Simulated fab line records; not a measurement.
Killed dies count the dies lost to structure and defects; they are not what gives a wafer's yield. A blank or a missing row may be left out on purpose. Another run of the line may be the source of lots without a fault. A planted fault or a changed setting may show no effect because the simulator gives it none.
A struck lot beside a sound one || flow n5Finfet || 14 out of 1938 route steps
Sound: these wafers, L921.2, L921.5, L921.6. Wafers struck: L930.1, L930.3, L930.5. The cause is given at the end.
Order at every step that has rows: each side's tool, ch and its chambers, its first start. Under that, the readings that differ: sound wafers || struck wafers || difference of the means || sigmas: that difference in standard deviations of wafers without a fault.
alike: words and numbers the same on both sides, and readings whose means are apart by under 2 such deviations; not compared: readings that were withheld, readings missing a value for some wafer, numbers with overlapping values and no deviation given by the record, and bounds like >300 which may hide the same value.
A row with sigmas, a row that says differs or no value, or rows on one side alone: a step with any of these is where the two part. Non-overlapping numbers with no deviation appear without sigmas and do not part them. A reading missing from all wafers of one side parts the sides only when that side holds two or more wafers.

N5_BEOL_M13_CMP_49: polishes, stops on SiOC, t overpolish 17.1 s, target thk 420 nm.
  sound on cmp-04 ch 0,1,3, day 12 03:22; struck on cmp-04 ch 0,3, day 14 14:43
  alike: barrierFieldEndpointS, motorCurrentA, overpolishRunS
N5_BEOL_M13_THK_MEAS_50: measures by xrf.
  sound on filmMetro-01 at day 12 03:33; struck on filmMetro-01 at day 14 15:01
  alike: M13_THK
then, 1 step without rows for these wafers: N5_BEOL_M13_PRE_CLEAN_52 (time 15 s).
N5_BEOL_M13_DEP_53: deposits SiCN from 3MS/NH3, target thk 50 nm, time 17.8 s.
  sound on pecvd-01 ch 0,1,2, day 12 03:37; struck on pecvd-01 ch 1,2, day 14 15:04
  alike: showerheadPlenumPTorr, throttleValvePct
N5_BEOL_M13_RS_MEAS_54: a four-point-probe measurement.
  sound on filmMetro-01 at day 12 03:41; struck on filmMetro-01 at day 14 15:08
  alike: M13_RS
N5_BEOL_M13_INSPECT_55: inspects for defects (darkfield).
  sound on defectInspect-02 at day 12 03:43; struck on defectInspect-01 at day 14 15:10
  alike: rawDefectCount
N5_BEOL_M14_ILD_DEP_00: deposits SiO2 from TEOS/O2, target thk 1119.3 nm, time 237.4 s.
  sound on pecvd-02 ch 1,2, day 12 03:45; struck on pecvd-04 ch 1,2, day 14 15:12
  alike: heaterPowerOuterW, heaterPowerW, showerheadPlenumPTorr, throttleValvePct
N5_BEOL_M14_THK_MEAS_01:
  sound on filmMetro-01 at day 12 03:56; struck on filmMetro-01 at day 14 15:23
  alike: M14_ILD_THK
then, 4 steps without rows for these wafers: N5_BEOL_M14_COAT_58 (time 60 s, resist thk 89 nm); N5_BEOL_M14_COAT_04 (resist thk 800 nm); N5_BEOL_M14_EBR_06; N5_BEOL_M14_SOFTBAKE_05 (time 60 s).
N5_BEOL_M14_EXPOSE_07: exposes mask V13.
  struck on krfScanner-02, day 14 15:39; sound on krfScanner-02 ch 0, day 12 04:13
  no value came back on the struck wafers for exposureDoseMJCm2, focusOffsetNm (nm), sigmaInner, sigmaOuter; on the sound wafers exposureDoseMJCm2 reads 57.00 56.98 56.98
  alike: mask
then, 1 step without rows for these wafers: N5_BEOL_M14_PEB_08 (peb time 90 s).

== WHERE THEY PART ==
At N5_BEOL_M14_EXPOSE_07 and nowhere else, as far as this record goes.

WHY: the cause the simulator had injected
Skipped step whole: krfScanner-02, from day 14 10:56 on, at N5_BEOL_M14_EXPOSE_07. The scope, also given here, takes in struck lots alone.
